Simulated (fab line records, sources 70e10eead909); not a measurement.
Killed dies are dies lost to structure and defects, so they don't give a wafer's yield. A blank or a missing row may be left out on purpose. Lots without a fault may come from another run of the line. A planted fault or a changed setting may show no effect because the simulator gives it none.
Which tool did it? | flow nand_harc | 24 lots, 72 wafers sampled, at 6 steps of a route of 1302

WHAT THE GAUGES READ, wafer by wafer
NHARC_A_M0_OVL_MEAS_10: pitch 160 nm.
lot  | measured     | on         | overlay_x_nm (nm) | overlay_y_nm (nm)
L074 | day 23 13:10 | overlay-02 | 0.6 0.2 0.1       | -1.4 -0.3 -0.5
L075 | day 23 14:36 | overlay-02 | -0.6 -1.2 -0.3    | -1.0 -0.8 -0.8
L077 | day 23 19:54 | overlay-01 | 0.6 0.8 0.7       | -0.5 -0.4 -0.5
L076 | day 24 03:50 | overlay-02 | -0.9 -0.7 -0.9    | 0.1 0.6 0.4
L078 | day 24 04:12 | overlay-02 | -1.1 -0.3 -1.5    | 0.7 0.3 0.9
L079 | day 24 06:54 | overlay-02 | -0.8 -0.6 -0.6    | -1.0 -0.3 -0.5
L081 | day 25 09:16 | overlay-01 | 1.2 0.9 0.9       | -1.9 -2.6 -2.0
L080 | day 25 12:19 | overlay-02 | -0.7 -0.3 -0.6    | -0.6 -0.6 -0.1
L082 | day 25 22:51 | overlay-01 | 1.9 1.6 1.6       | 0.1 -0.5 -0.7
L083 | day 26 01:02 | overlay-02 | 0.6 1.0 1.0       | -0.5 -0.6 0.0
L084 | day 26 22:37 | overlay-01 | -0.4 -0.5 -0.3    | -0.1 0.4 0.1
L085 | day 27 05:04 | overlay-02 | 0.8 0.9 1.3       | 0.8 1.0 0.6
L086 | day 27 06:32 | overlay-01 | -1.1 -1.3 -1.2    | -0.4 -0.4 -0.8
L089 | day 28 06:07 | overlay-01 | -0.2 -0.3 0.9     | 0.9 1.3 1.0
L088 | day 28 07:12 | overlay-01 | -1.4 -1.1 -0.8    | -0.4 -0.4 -0.4
L087 | day 28 12:35 | overlay-01 | -1.4 -1.7 -1.1    | -1.7 -1.6 -1.3
L092 | day 29 15:28 | overlay-02 | 0.4 0.2 0.4       | -0.1 -0.2 0.4
L090 | day 29 18:16 | overlay-02 | 0.2 -0.1 -0.5     | -1.1 -0.4 -0.5
L091 | day 29 19:20 | overlay-01 | 0.9 0.4 1.2       | -0.3 -0.8 -0.5
L093 | day 30 16:31 | overlay-02 | 0.2 1.0 0.7       | 0.2 0.2 0.5
L094 | day 31 00:16 | overlay-01 | 0.0 -0.4 0.7      | -1.7 -1.2 -1.0
L096 | day 31 19:39 | overlay-01 | 0.8 0.0 0.4       | 0.3 0.1 0.0
L095 | day 31 23:05 | overlay-01 | -1.2 -0.6 -0.2    | -0.1 0.2 -0.1
L097 | day 32 11:35 | overlay-02 | 2.3 1.6 1.7       | -1.4 -1.3 -1.7

NHARC_A_BONDPAD_THK_MEAS_30: measures by ellipsometry.
lot  | measured     | on            | thk_nm (nm)
L074 | day 23 21:15 | film_metro-01 | 197.5 203.7 200.5
L075 | day 23 22:43 | film_metro-02 | 201.8 205.5 203.2
L077 | day 24 04:00 | film_metro-02 | 202.6 198.8 200.0
L076 | day 24 12:20 | film_metro-02 | 199.2 199.5 198.7
L078 | day 24 12:46 | film_metro-02 | 199.8 202.4 197.4
L079 | day 24 15:10 | film_metro-02 | 198.4 198.3 201.3
L081 | day 25 17:37 | film_metro-01 | 201.1 200.4 202.5
L080 | day 25 20:44 | film_metro-02 | 203.3 199.0 202.6
L082 | day 26 07:07 | film_metro-01 | 198.6 197.3 199.2
L083 | day 26 09:35 | film_metro-02 | 197.2 200.7 199.3
L084 | day 27 07:12 | film_metro-01 | 200.6 204.6 204.1
L085 | day 27 13:32 | film_metro-01 | 198.3 198.8 197.7
L086 | day 27 14:31 | film_metro-01 | 197.4 198.3 199.9
L089 | day 28 14:33 | film_metro-01 | 200.4 198.4 200.8
L088 | day 28 15:37 | film_metro-01 | 199.9 202.4 200.5
L087 | day 28 20:55 | film_metro-02 | 201.1 198.8 197.9
L092 | day 29 23:35 | film_metro-02 | 198.3 200.2 200.2
L090 | day 30 02:20 | film_metro-02 | 202.9 199.6 196.5
L091 | day 30 03:25 | film_metro-01 | 198.4 198.7 198.6
L093 | day 31 00:38 | film_metro-01 | 201.1 198.0 198.9
L094 | day 31 08:26 | film_metro-02 | 199.6 199.2 198.7
L096 | day 32 04:00 | film_metro-02 | 201.3 200.0 200.5
L095 | day 32 07:40 | film_metro-02 | 199.7 202.2 203.0
L097 | day 32 19:38 | film_metro-01 | 201.0 202.0 201.2

WHICH TOOL RAN EACH LOT (tool, then ch and the chambers of the sampled wafers, then the start)
lot  | NHARC_A_M0_STRIP_18                | NHARC_A_M0_PVD_20                       | NHARC_A_M0_DEP_32               | NHARC_A_M1_STRIP_18
L074 | rie_diel-02 ch 0,3, day 23 13:38   | pvd_sputter-02, day 23 16:00 or earlier | pecvd-02 ch 0,1,2, day 23 16:00 | rie_diel-12 ch 2,3, day 23 17:44
L075 | rie_diel-06 ch 0,1,2, day 23 15:04 | pvd_sputter-03, day 23 17:25 or earlier | pecvd-02 ch 0,1, day 23 17:25   | rie_diel-12 ch 0,3, day 23 19:09
L077 | rie_diel-02 ch 0,2,3, day 23 20:33 | pvd_sputter-01, day 23 22:50 or earlier | pecvd-01 ch 0,2, day 23 22:50   | rie_diel-05 ch 0,1,3, day 24 00:30
L076 | rie_diel-06 ch 1,2, day 24 04:32   | pvd_sputter-01, day 24 06:53 or earlier | pecvd-04 ch 0,1, day 24 06:53   | rie_diel-12 ch 1,2, day 24 08:47
L078 | rie_diel-03 ch 0,1,2, day 24 04:40 | pvd_sputter-03, day 24 07:04 or earlier | pecvd-01 ch 0,2, day 24 07:04   | rie_diel-08 ch 1,2,3, day 24 09:07
L079 | rie_diel-06 ch 1,2, day 24 07:34   | pvd_sputter-03, day 24 10:02 or earlier | pecvd-04 ch 0,1, day 24 10:02   | rie_diel-05 ch 0,1,2, day 24 11:37
L081 | rie_diel-02 ch 0,1,2, day 25 09:47 | pvd_sputter-02, day 25 12:17 or earlier | pecvd-01 ch 0,2, day 25 12:17   | rie_diel-08 ch 0,1,3, day 25 14:07
L080 | rie_diel-03 ch 1,2, day 25 12:47   | pvd_sputter-02, day 25 15:04 or earlier | pecvd-01 ch 0,1,2, day 25 15:04 | rie_diel-05 ch 1,2,3, day 25 16:51
L082 | rie_diel-06 ch 2,3, day 25 23:19   | pvd_sputter-01, day 26 01:36 or earlier | pecvd-04 ch 0,1,2, day 26 01:36 | rie_diel-12 ch 0,1, day 26 03:24
L083 | rie_diel-06 ch 1,2, day 26 01:31   | pvd_sputter-02, day 26 03:47 or earlier | pecvd-04 ch 0,1,2, day 26 03:47 | rie_diel-08 ch 0,1,3, day 26 05:44
L084 | rie_diel-02 ch 0,1,3, day 26 23:06 | pvd_sputter-01, day 27 01:22 or earlier | pecvd-02 ch 0,1,2, day 27 01:22 | rie_diel-05 ch 1,2,3, day 27 03:38
L085 | rie_diel-03 ch 0,1,2, day 27 05:32 | pvd_sputter-01, day 27 08:14 or earlier | pecvd-01 ch 0,1,2, day 27 08:14 | rie_diel-05 ch 0,1, day 27 09:59
L086 | rie_diel-03 ch 0,1,2, day 27 07:02 | pvd_sputter-02, day 27 09:17 or earlier | pecvd-01 ch 0,1,2, day 27 09:17 | rie_diel-05 ch 1,2,3, day 27 10:58
L089 | rie_diel-06 ch 0,1,2, day 28 06:37 | pvd_sputter-02, day 28 09:09 or earlier | pecvd-01 ch 0,1, day 28 09:09   | rie_diel-12 ch 0,2,3, day 28 10:57
L088 | rie_diel-06 ch 0,2,3, day 28 07:43 | pvd_sputter-02, day 28 08:26            | pecvd-04 ch 0,1,2, day 28 10:11 | rie_diel-12 ch 1,2,3, day 28 12:00
L087 | rie_diel-06 ch 0,1,2, day 28 13:04 | pvd_sputter-02, day 28 13:51            | pecvd-02 ch 0,1, day 28 15:35   | rie_diel-12 ch 1,3, day 28 17:22
L092 | rie_diel-02 ch 0,3, day 29 15:56   | pvd_sputter-03, day 29 18:16 or earlier | pecvd-04 ch 0,1,2, day 29 18:16 | rie_diel-08 ch 0,1,3, day 29 20:01
L090 | rie_diel-03 ch 0,1,2, day 29 18:46 | pvd_sputter-03, day 29 21:02 or earlier | pecvd-04 ch 1,2, day 29 21:02   | rie_diel-08 ch 0,2,3, day 29 22:50
L091 | rie_diel-03 ch 0,1,3, day 29 19:52 | pvd_sputter-03, day 29 22:08 or earlier | pecvd-02 ch 0,1, day 29 22:08   | rie_diel-05 ch 0,2,3, day 29 23:53
L093 | rie_diel-02 ch 0,1,3, day 30 17:01 | pvd_sputter-01, day 30 19:14 or earlier | pecvd-04 ch 0,1, day 30 19:14   | rie_diel-05 ch 0,1,3, day 30 21:05
L094 | rie_diel-03 ch 0,1,3, day 31 00:46 | pvd_sputter-02, day 31 03:01 or earlier | pecvd-04 ch 0,1,2, day 31 03:01 | rie_diel-12 ch 2,3, day 31 04:50
L096 | rie_diel-06 ch 2,3, day 31 20:08   | pvd_sputter-01, day 31 22:22 or earlier | pecvd-01 ch 0,1,2, day 31 22:22 | rie_diel-05 ch 1,3, day 32 00:13
L095 | rie_diel-02 ch 0,1,3, day 32 00:01 | pvd_sputter-02, day 32 02:20 or earlier | pecvd-01 ch 0,1, day 32 02:20   | rie_diel-05 ch 0,1,3, day 32 04:06
L097 | rie_diel-06 ch 0,2,3, day 32 12:03 | pvd_sputter-01, day 32 14:22 or earlier | pecvd-02 ch 0,1,2, day 32 14:22 | rie_diel-08 ch 0,2,3, day 32 16:04
- NHARC_A_M0_STRIP_18: strips in N2/H2.
- NHARC_A_M0_PVD_20: deposits TaN, target thk 5 nm, time 8.06 s.
- NHARC_A_M0_DEP_32: deposits SiCN, target thk 30 nm.
- NHARC_A_M1_STRIP_18: strips in N2/H2.

WHAT THE TOOLS THEMSELVES READ (means of the sampled wafers that have a number; where no wafer has one, the mark that the record gives instead)
NHARC_A_M0_STRIP_18.
lot  | tool        | drypump_motor_current_A (A) | oes_product_au (a.u.) | rf_vpp_V (V) | showerhead_plenum_p_Torr (Torr) | throttle_valve_pct (%)
L074 | rie_diel-02 | 5.2                         | 0.995                 | 89.2         | 2.01                            | 14.174
L075 | rie_diel-06 | 5.9                         | 0.993                 | 90.9         | 2.07                            | 14.170
L077 | rie_diel-02 | 5.5                         | 0.998                 | 89.9         | 2.04                            | 14.175
L076 | rie_diel-06 | 5.9                         | 1.011                 | 91.2         | 2.12                            | 14.180
L078 | rie_diel-03 | 5.7                         | 1.005                 | 89.7         | 1.96                            | 14.178
L079 | rie_diel-06 | 6.2                         | 1.013                 | 90.7         | 2.11                            | 14.175
L081 | rie_diel-02 | 5.4                         | 0.989                 | 91.7         | 2.04                            | 14.170
L080 | rie_diel-03 | 6.0                         | 1.014                 | 90.2         | 1.94                            | 14.177
L082 | rie_diel-06 | 6.1                         | 1.007                 | 90.1         | 1.97                            | 14.173
L083 | rie_diel-06 | 5.9                         | 1.017                 | 90.7         | 2.12                            | 14.172
L084 | rie_diel-02 | 5.2                         | 0.987                 | 89.8         | 2.01                            | 14.170
L085 | rie_diel-03 | 5.7                         | 1.009                 | 89.6         | 1.96                            | 14.169
L086 | rie_diel-03 | 5.7                         | 1.009                 | 90.3         | 1.96                            | 14.167
L089 | rie_diel-06 | 5.9                         | 1.006                 | 90.4         | 2.07                            | 14.172
L088 | rie_diel-06 | 6.0                         | 1.003                 | 91.2         | 1.99                            | 14.168
L087 | rie_diel-06 | 5.9                         | 1.008                 | 90.7         | 2.07                            | 14.177
L092 | rie_diel-02 | 5.5                         | 0.994                 | 90.4         | 2.09                            | 14.171
L090 | rie_diel-03 | 5.7                         | 0.988                 | 90.1         | 1.96                            | 14.165
L091 | rie_diel-03 | 5.3                         | 0.996                 | 89.7         | 1.96                            | 14.171
L093 | rie_diel-02 | 5.1                         | 1.001                 | 90.2         | 2.01                            | 14.162
L094 | rie_diel-03 | 5.3                         | 1.005                 | 90.2         | 1.96                            | 14.171
L096 | rie_diel-06 | 6.1                         | 1.016                 | 91.2         | 1.97                            | 14.168
L095 | rie_diel-02 | 5.2                         | 0.996                 | 89.7         | 2.01                            | 14.170
L097 | rie_diel-06 | 6.0                         | 1.006                 | 90.4         | 1.99                            | 14.174

NHARC_A_M0_PVD_20.
lot  | tool           | throttle_valve_pct (%)
L074 | pvd_sputter-02 | 29.7
L075 | pvd_sputter-03 | 30.3
L077 | pvd_sputter-01 | 28.5
L076 | pvd_sputter-01 | 29.2
L078 | pvd_sputter-03 | 30.2
L079 | pvd_sputter-03 | 30.1
L081 | pvd_sputter-02 | 29.9
L080 | pvd_sputter-02 | 29.7
L082 | pvd_sputter-01 | 30.2
L083 | pvd_sputter-02 | 29.8
L084 | pvd_sputter-01 | 31.3
L085 | pvd_sputter-01 | 29.5
L086 | pvd_sputter-02 | 29.8
L089 | pvd_sputter-02 | 30.3
L088 | pvd_sputter-02 | 30.1
L087 | pvd_sputter-02 | 29.9
L092 | pvd_sputter-03 | 29.6
L090 | pvd_sputter-03 | 30.2
L091 | pvd_sputter-03 | 30.5
L093 | pvd_sputter-01 | 29.7
L094 | pvd_sputter-02 | 29.8
L096 | pvd_sputter-01 | 31.5
L095 | pvd_sputter-02 | 30.0
L097 | pvd_sputter-01 | 29.5

NHARC_A_M0_DEP_32.
lot  | tool     | heater_power_w (W)
L074 | pecvd-02 | 625
L075 | pecvd-02 | 581
L077 | pecvd-01 | 726
L076 | pecvd-04 | 718
L078 | pecvd-01 | 754
L079 | pecvd-04 | 687
L081 | pecvd-01 | 690
L080 | pecvd-01 | 677
L082 | pecvd-04 | 651
L083 | pecvd-04 | 646
L084 | pecvd-02 | 578
L085 | pecvd-01 | 670
L086 | pecvd-01 | 655
L089 | pecvd-01 | 564
L088 | pecvd-04 | 655
L087 | pecvd-02 | 542
L092 | pecvd-04 | 620
L090 | pecvd-04 | 590
L091 | pecvd-02 | 582
L093 | pecvd-04 | 692
L094 | pecvd-04 | 649
L096 | pecvd-01 | 658
L095 | pecvd-01 | 562
L097 | pecvd-02 | 553

NHARC_A_M1_STRIP_18.
lot  | tool        | drypump_motor_current_A (A) | oes_product_au (a.u.) | rf_vpp_V (V) | showerhead_plenum_p_Torr (Torr) | throttle_valve_pct (%)
L074 | rie_diel-12 | 5.8                         | 0.994                 | 91.3         | 2.08                            | 14.165
L075 | rie_diel-12 | 6.0                         | 1.000                 | 90.9         | 2.07                            | 14.180
L077 | rie_diel-05 | 5.5                         | 0.997                 | 90.7         | 2.04                            | 14.182
L076 | rie_diel-12 | 5.9                         | 0.991                 | 91.6         | 2.03                            | 14.175
L078 | rie_diel-08 | 6.3                         | 0.994                 | 91.1         | 2.05                            | 14.163
L079 | rie_diel-05 | 6.1                         | 0.999                 | 90.7         | 2.02                            | 14.169
L081 | rie_diel-08 | 6.2                         | 0.999                 | 90.9         | 2.02                            | 14.177
L080 | rie_diel-05 | 5.9                         | 0.999                 | 91.1         | 2.03                            | 14.168
L082 | rie_diel-12 | 6.1                         | 0.990                 | 91.3         | 2.02                            | 14.173
L083 | rie_diel-08 | 6.2                         | 0.998                 | 90.1         | 2.02                            | 14.174
L084 | rie_diel-05 | 5.9                         | 0.988                 | 90.4         | 2.03                            | 14.171
L085 | rie_diel-05 | 5.7                         | 0.981                 | 89.6         | 2.03                            | 14.168
L086 | rie_diel-05 | 5.9                         | 1.000                 | 90.5         | 2.03                            | 14.171
L089 | rie_diel-12 | 6.1                         | 0.996                 | 90.9         | 2.11                            | 14.176
L088 | rie_diel-12 | 5.9                         | 0.991                 | 90.9         | 2.05                            | 14.172
L087 | rie_diel-12 | 5.7                         | 0.994                 | 90.7         | 2.01                            | 14.169
L092 | rie_diel-08 | 6.2                         | 1.009                 | 90.9         | 2.02                            | 14.181
L090 | rie_diel-08 | 6.2                         | 1.004                 | 90.4         | 2.00                            | 14.180
L091 | rie_diel-05 | 5.5                         | 1.001                 | 91.0         | 2.01                            | 14.169
L093 | rie_diel-05 | 5.5                         | 0.991                 | 91.0         | 2.04                            | 14.171
L094 | rie_diel-12 | 6.0                         | 0.999                 | 91.1         | 2.12                            | 14.172
L096 | rie_diel-05 | 5.3                         | 1.016                 | 89.6         | 2.05                            | 14.169
L095 | rie_diel-05 | 5.5                         | 1.000                 | 90.6         | 2.04                            | 14.161
L097 | rie_diel-08 | 6.2                         | 0.994                 | 90.1         | 2.00                            | 14.179

THE ANSWER, worked out from the rows above alone
Rule: what is usual is taken from the lots themselves. Put in order of their means at a reading, lots are off if they are a third of the lots or fewer, leave a main group of 4 or more, and stand apart from it by a gap of 3 or more times the standard deviation of the main group's means; of several such gaps the widest counts. A main group whose means are all the same, to the digits that the tables above print for the reading, isn't used. A lot without any number at a reading at which 4 lots or more have one is off too. The other lots that the step has rows for count as sound. The gauges are gone through in route order, then the tools' own readings, and for those a lot's mean is taken as printed above. The first step at which some lot is off is used, and at that step the reading that is off furthest; a lot without a number counts as furthest.
No lot is off at any reading shown: from this, nothing can be told.

WHAT THE SIMULATOR HAD PUT IN
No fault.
